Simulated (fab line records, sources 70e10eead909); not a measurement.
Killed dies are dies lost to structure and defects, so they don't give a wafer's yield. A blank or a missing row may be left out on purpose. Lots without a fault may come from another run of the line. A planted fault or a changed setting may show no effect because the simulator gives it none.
fab line records | flow nand_harc | part 2 of 2: steps 17 to 25 of 25
record lots=5 wafers=15 last_day=23
route steps=1159 shown A_CONTACT@935
lots that met no fault: from a run of the same line without faults
start_h: hours from the record's first day to the start of the lot's first wafer shown | wait_h: hours since the lot's step before | " the same as in the row above | L1.1+2: a row that stands for several wafers | - no value, or no start given | * or withheld: withheld | < > ~ a bound
route shown NAME@n: a module of which the file shows steps, and the number in the route of the first | usual: mean/standard deviation of fault-free wafers | same: alike in all rows | chamber/n: place in a boat | sites: the reading at each site | _std_site: their standard deviation | _edge_site: outer sites' mean less inner sites' | radius_mm: how far each site lies from the wafer's centre | mask NAME#n: copy n | behind: the tool/chamber that last shaped the wafer | hold: why the lot was held/for how many hours/how that ended | device: the transistor (n, p or np) that didn't switch | end of line: the same wafers' tests at the end of the route | a step without rows: its recipe alone | killed: dies lost to structure and defects at the first sort, not the wafer's yield | map: a wafer's dies, x killed, . not, _ none there
set.NAME: the setting as run; set.NAME@STEP: as run at that earlier step | model.NAME: the simulator's own value behind a step, which no gauge read
lots at some steps of the route; a table a step, a row a wafer
services: from which hour (start_h, from the record's first day; less than 0 if before it) a tool's chamber was out of use, for how many hours, and why
## steps
# step NHARC_A_CONTACT_CD_MEAS_15
# usual cd_nm=90.0/0.52
# columns lot.wafer tool chamber start_h wait_h cd_nm
L074.2 cd_sem-02 - 405.67 - 90.0
L074.5 " - " " 90.7
L074.6 " - " " 90.6
L081.3 cd_sem-03 - 421.04 - 89.8
L081.5 " - " " 89.7
L081.6 " - " " 90.4
L086.1 cd_sem-01 - 462.68 - 89.9
L086.5 " - " " 90.2
L086.6 " - " " 90.2
L087.1 cd_sem-02 - 466.91 - 90.8
L087.3 " - " " 90.9
L087.6 " - " " 89.6
L092.1 cd_sem-03 - 493.49 - 89.6
L092.3 " - " " 90.0
L092.4 " - " " 88.4
# step NHARC_A_CONTACT_STRIP_107
# recipe n2_flow_sccm=150 h2_flow_sccm=150 ar_flow_sccm=0 bias_w=0 chemistry=N2/H2
# columns lot.wafer tool chamber start_h wait_h
L074.2+6+5 rie_diel-03 3,2,3 405.76 0.1
L081.3+5+6 rie_diel-03 3,3,0 421.15 0.1
L086.1+5+6 rie_diel-10 0,2,3 462.79 0.1
L087.1+3+6 rie_diel-06 0,2,3 466.99 0.1
L092.3+4+1 rie_diel-03 1,2,3 493.60 0.1
# step NHARC_A_CONTACT_STRIP_108
# recipe cf4_flow_sccm=100 chf3_flow_sccm=30 ar_flow_sccm=0 bias_w=0 chemistry=CF4/CHF3
# columns lot.wafer tool chamber start_h wait_h
L074.2+6+5 rie_diel-03 1,1,2 405.84 0.1
L081.3+6+5 rie_diel-03 0,2,3 421.25 0.1
L086.1+6+5 rie_diel-10 3,0,2 462.91 0.1
L087.1+3+6 rie_diel-06 2,0,2 467.08 0.1
L092.4+3+1 rie_diel-03 0,1,3 493.69 0.1
# step NHARC_A_CONTACT_STRIP_109
# recipe o2_flow_sccm=400 cos_flow_sccm=20 ar_flow_sccm=0 bias_w=0 chemistry=O2/COS
# columns lot.wafer tool chamber start_h wait_h
L074.2+6+5 rie_diel-03 1,1,2 405.90 0.1
L081.3+5+6 rie_diel-03 0,1,2 421.39 0.1
L086.1+5+6 rie_diel-10 2,2,3 462.97 0.1
L087.1+3+6 rie_diel-06 0,3,1 467.14 0.1
L092.4+3+1 rie_diel-03 0,1,3 493.75 0.1
# step NHARC_A_CONTACT_ETCH_110
# recipe target_depth_a=500 overetch_a=50 time_s=27.5 ion_energy_ev=100 cf4_flow_sccm=80 o2_flow_sccm=20 ar_flow_sccm=0 rf_w=300 bias_w=100 chemistry=CF4/O2
# usual drypump_motor_current_A=5.9/0.38 oes_ar_750_au=1.000/0.0045 oes_o_777_au=1.001/0.0045 oes_product_au=1.000/0.0081 rf_vpp_V=197.7/1.2 showerhead_plenum_p_Torr=1.33/0.049 throttle_valve_pct=13.398/0.0083
# columns lot.wafer tool chamber start_h wait_h drypump_motor_current_A oes_ar_750_au oes_o_777_au oes_product_au rf_hours_counter_h rf_vpp_V showerhead_plenum_p_Torr throttle_valve_pct
L074.2 rie_diel-03 3 405.97 0.1 5.7 0.998 0.998 0.996 0 199.3 1.34 13.405
L074.6 " 2 " " 5.6 0.996 1.000 1.000 - 199.3 1.42 13.384
L074.5 " 3 " " 5.7 1.002 0.998 0.995 - 198.2 1.34 13.397
L081.3 rie_diel-03 2 421.45 0.1 5.6 1.000 0.997 0.996 4 200.6 1.42 13.401
L081.5 " 1 " " 5.7 1.008 1.005 0.993 - 196.8 1.27 13.407
L081.6 " 2 " " 5.6 0.993 1.002 1.013 - 200.4 1.42 13.405
L086.1 rie_diel-10 3 463.10 0.1 5.2 1.001 0.992 0.989 39 196.7 1.27 13.402
L086.6 " 0 " " 5.5 1.009 1.003 1.008 - 198.7 1.36 13.405
L086.5 " 3 " " 5.2 1.011 0.996 0.978 - 196.0 1.27 13.403
L087.3 rie_diel-06 0 467.20 0.1 6.2 1.000 1.002 1.004 16 198.1 1.35 13.411
L087.1 " 1 " " 5.7 1.001 1.003 1.012 16 197.9 1.32 13.380
L087.6 " 0 " " 6.2 0.996 1.007 0.997 - 197.1 1.35 13.380
L092.3 rie_diel-03 2 493.87 0.1 5.5 1.004 1.000 1.001 16 200.2 1.42 13.389
L092.4 " 3 " " 5.7 0.994 0.993 0.987 14 197.0 1.34 13.391
L092.1 " 0 " " 6.4 1.000 0.999 1.006 15 196.8 1.30 13.393
# step NHARC_A_CONTACT_STRIP_26
# recipe o2_flow_sccm=500 ar_flow_sccm=0 bias_w=0 chemistry=O2
# usual drypump_motor_current_A=5.9/0.38 oes_product_au=1.001/0.0088 rf_vpp_V=57.7/0.9 showerhead_plenum_p_Torr=3.51/0.12 throttle_valve_pct=17.037/0.0084
# columns lot.wafer tool chamber start_h wait_h drypump_motor_current_A oes_product_au rf_hours_counter_h rf_vpp_V showerhead_plenum_p_Torr throttle_valve_pct
L074.2 rie_diel-03 0 - - 6.5 1.003 2 56.6 3.46 17.042
L074.6 " 1 " " 5.7 0.990 - 57.6 3.35 17.055
L074.5 " 2 " " 5.6 1.015 - 57.5 3.74 17.028
L081.3 rie_diel-03 2 - - 5.6 1.014 4 59.0 3.74 17.035
L081.5 " 3 " " 5.8 1.015 - 58.5 3.55 17.025
L081.6 " 0 " " 6.5 0.998 - 59.1 3.46 17.039
L086.1 rie_diel-10 0 - - 5.4 1.029 43 56.7 3.59 17.037
L086.5 " 0 " " 5.4 1.022 - 57.8 3.60 17.040
L086.6 " 2 " " 6.3 1.007 - 59.0 3.57 17.039
L087.1 rie_diel-06 3 - - 6.1 1.001 17 59.3 3.56 17.041
L087.3 " 0 " " 6.2 1.009 16 59.0 3.56 17.033
L087.6 " 3 " " 6.1 1.004 - 56.0 3.56 17.036
L092.1 rie_diel-03 1 - - 5.7 1.008 17 57.1 3.35 17.058
L092.3 " 2 " " 5.6 1.007 16 58.4 3.73 17.044
L092.4 " 0 " " 6.5 1.000 15 58.1 3.45 17.037
# step NHARC_A_CONTACT_STRIP_27
# recipe time_s=600 temp_c=30 chemistry=post_etch_residue_remover
# columns lot.wafer tool chamber start_h wait_h
L074.2+6+5 wet_bench-05 5,6,7 406.36 -
L081.5+6+3 wet_bench-05 4,5,6 421.84 -
L086.1+5+6 wet_bench-05 0,2,3 463.62 -
L087.6+3+1 wet_bench-05 3,5,6 467.59 -
L092.3+1+4 wet_bench-09 6,0,3 494.24 -
# step NHARC_A_CONTACT_ALD_18
# recipe target_thk_a=30 pulse_time_s=1 ald_cycles=150 temp_c=450 material=TiN
# usual heater_power_w=1109/110 precursor_pulse_height_rel=1.003/0.022
# columns lot.wafer tool chamber start_h wait_h heater_power_w precursor_pulse_height_rel
L074.2 ald_metal-03 3 406.66 - 1144 1.020
L074.5 " 0 " " 1364 0.990
L074.6 " 1 " " 1147 1.012
L081.3 ald_metal-02 0 422.09 - 944 1.004
L081.5 " 0 " " 971 1.014
L081.6 " 1 " " 1102 1.001
L086.1 ald_metal-03 2 463.90 - 1064 1.001
L086.5 " 1 " " 1136 0.988
L086.6 " 2 " " 1029 0.974
L087.3 ald_metal-02 2 467.86 - 965 0.983
L087.1 " 0 " " 952 1.003
L087.6 " 2 " " 956 1.001
L092.1 ald_metal-02 1 494.51 - 1122 1.031
L092.3 " 3 " " 1232 1.001
L092.4 " 0 " " 968 0.986
# step NHARC_A_CONTACT_CVD_19
# recipe target_thk_a=3000 temp_c=300 pressure_torr=40 wf6_flow_sccm=40 h2_flow_sccm=1600 ar_flow_sccm=1560 time_s=802 material=W
# usual heater_power_w=460/41 throttle_valve_pct=8.04/0.24
# columns lot.wafer tool chamber start_h wait_h heater_power_w throttle_valve_pct
L074.2 cvd_w-02 1 - - 522 7.74
L074.5 " 0 " " 441 8.12
L074.6 " 1 " " 518 7.85
L081.3 cvd_w-01 0 - - 440 8.36
L081.6 " 0 " " 444 8.48
L081.5 " 1 " " 417 7.90
L086.1 cvd_w-01 1 - - 419 7.93
L086.5 " 0 " " 451 8.41
L086.6 " 1 " " 420 8.50
L087.1 cvd_w-02 0 - - 448 7.75
L087.3 " 1 " " 521 7.93
L087.6 " 0 " " 443 8.05
L092.1 cvd_w-02 0 - - 454 8.17
L092.4 " 0 " " 458 8.25
L092.3 " 1 " " 534 7.95
## services
# columns tool chamber start_h hours kind
cvd_w-02 - 383.39 13.0 pm
rie_diel-03 - 392.30 9.0 pm
rie_diel-06 0 397.49 - clean
rie_diel-06 1 397.49 - clean
rie_diel-06 2 397.49 - clean
rie_diel-06 3 397.49 - clean
rie_diel-10 3 398.31 5.8 repair
rie_diel-10 1 399.69 8.5 repair
har_cap_etch-02 - 401.11 1.1 repair
rie_diel-03 3 401.32 3.5 repair
rie_diel-06 - 418.74 9.0 pm
rie_diel-06 0 418.74 9.0 vent_cycle
rie_diel-06 1 418.74 9.0 vent_cycle
rie_diel-06 2 418.74 9.0 vent_cycle
rie_diel-06 3 418.74 9.0 vent_cycle
rie_diel-10 1 423.64 45.3 repair
rie_diel-06 0 427.74 - clean
rie_diel-03 0 431.07 6.7 repair
rie_diel-10 0 436.05 3.7 repair
wet_bench-09 - 464.80 8.0 pm
har_cap_etch-02 - 465.26 1.0 repair
wet_bench-05 - 468.06 3.4 repair
cvd_w-01 - 475.41 13.0 pm
ald_metal-03 2 481.79 8.7 repair
